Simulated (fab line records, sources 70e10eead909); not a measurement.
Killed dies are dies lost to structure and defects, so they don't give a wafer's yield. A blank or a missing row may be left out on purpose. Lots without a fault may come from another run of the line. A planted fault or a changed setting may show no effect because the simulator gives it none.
A struck lot beside a sound one | flow nand_harc | 21 steps out of a route of 1302
Sound: wafers L161.3, L161.5, L161.6. Struck: wafer L167.6. (L167.1, L167.2 of the same lot were not struck and are left out.) The cause comes at the end.
At each step with rows: each side's tool, then ch and its chambers, then its first start. Under that, the readings that differ: sound wafers | struck wafers | difference of the means | sigmas: that difference in standard deviations of wafers without a fault.
alike: readings whose means differ by less than 2 such deviations, and words and numbers that are the same on both sides. not compared: withheld readings, readings that some wafer has no value for, bounds like >300 that may hide the same value, and numbers for which the record gives no deviation and whose values overlap.
The two part at a step that has a row with sigmas, a row that says differs or no value, or rows on one side only. Numbers that don't overlap but have no deviation are shown without sigmas and don't part them. A reading that every wafer of one side lacks parts them only if that side has two wafers or more.

first, 1 step without rows for these wafers: NHARC_A_M0_SRD_25.
NHARC_A_M0_INSPECT_27:
  sound on defect_inspect-02, day 25 11:40; struck on defect_inspect-01, day 28 00:57
  reading          | sound       | struck | difference | sigmas
  raw_defect_count | 894 698 782 | 439    | -352       | -3
NHARC_A_M0_PRE_CLEAN_31: time 12 s.
  sound on pecvd-03 ch 0,1,2, day 25 11:43; struck on pecvd-04 ch 0, day 28 01:01
  alike: heater_power_w, rf_fwd_power_W
NHARC_A_M0_DEP_32: deposits SiCN, target thk 30 nm.
  sound on pecvd-03 ch 0,1,2, day 25 11:48; struck on pecvd-04 ch 0, day 28 01:06
  alike: heater_power_w, rf_fwd_power_W
then, 7 steps without rows for these wafers: NHARC_A_M1_DEP_00 (deposits SiOC, target thk 182.5 nm); NHARC_A_M1_DEHYDRATE_01 (time 120 s); NHARC_A_M1_HMDS_02 (time 30 s); NHARC_A_M1_COAT_34 (time 65 s); NHARC_A_M1_COAT_03 (resist thk 90 nm); NHARC_A_M1_SOFTBAKE_04 (time 55 s); NHARC_A_M1_EBR_05.
NHARC_A_M1_EXPOSE_06: exposes mask A M1, target cd 120 nm.
  sound on arfi_scanner-01 ch 0, day 25 12:47; struck on arfi_scanner-01 ch 0, day 28 02:05
  alike: mask, focus_offset_nm
then, 2 steps without rows for these wafers: NHARC_A_M1_PEB_07 (peb time 65 s); NHARC_A_M1_DEVELOP_08 (develop time 35 s).
NHARC_A_M1_CD_MEAS_09: target cd 120 nm.
  sound on cd_sem-02 ch 0, day 25 12:56; struck on cd_sem-01 ch 0, day 28 02:14
  alike: cd_nm
NHARC_A_M1_OVL_MEAS_10: pitch 240 nm.
  sound on overlay-01, day 25 13:01; struck on overlay-02, day 28 02:19
  alike: overlay_x_nm, overlay_y_nm
NHARC_A_M1_INSPECT_11:
  sound on defect_inspect-01, day 25 13:03; struck on defect_inspect-02, day 28 02:22
  alike: raw_defect_count
NHARC_A_M1_DESCUM_14: chemistry O2, time 3 s.
  sound on rie_diel-09 ch 0,2,3, day 25 13:08; struck on rie_diel-10 ch 1, day 28 02:26
  reading               | sound             | struck | difference | sigmas
  model.A_M1.cd_nm (nm) | 121.2 121.8 121.3 | 122    | +1         |
  alike: drypump_motor_current_A, oes_product_au, rf_vpp_V, showerhead_plenum_p_Torr, throttle_valve_pct
  not compared: rf_hours_counter_h
NHARC_A_M1_ETCH_35: etches the open film in N2/H2, target depth 40 nm, overetch 12 nm, time 43.94 s.
  sound on rie_diel-09 ch 0,1,3, day 25 13:12; struck on rie_diel-10 ch 1, day 28 02:31
  alike: drypump_motor_current_A, h2_flow_sccm, oes_product_au, rf_fwd_power_W, rf_vpp_V, showerhead_plenum_p_Torr, throttle_valve_pct
  not compared: rf_hours_counter_h
NHARC_A_M1_ETCH_15: etches the open film in C4F8/Ar, target depth 182.5 nm, time 91.2 s.
  sound on rie_diel-09 ch 1,2,3; struck on rie_diel-10 ch 1
  reading               | sound             | struck | difference | sigmas
  model.A_M1.cd_nm (nm) | 121.3 121.8 121.1 | 122    | +1         |
  alike: oes_product_au, rf_fwd_power_W, rf_vpp_V
  not compared: rf_hours_counter_h
NHARC_A_M1_CD_MEAS_16:
  sound on cd_sem-03, day 25 13:25; struck on cd_sem-01, day 28 02:43
  alike: cd_nm

WHERE THEY PART
Only at NHARC_A_M0_INSPECT_27, within this record. Later steps at which nothing parts them and some readings are alike: NHARC_A_M0_PRE_CLEAN_31, NHARC_A_M0_DEP_32, NHARC_A_M1_EXPOSE_06, NHARC_A_M1_CD_MEAS_09, NHARC_A_M1_OVL_MEAS_10, NHARC_A_M1_INSPECT_11, NHARC_A_M1_DESCUM_14, NHARC_A_M1_ETCH_35, NHARC_A_M1_ETCH_15, NHARC_A_M1_CD_MEAS_16.

WHY: what the simulator had put in
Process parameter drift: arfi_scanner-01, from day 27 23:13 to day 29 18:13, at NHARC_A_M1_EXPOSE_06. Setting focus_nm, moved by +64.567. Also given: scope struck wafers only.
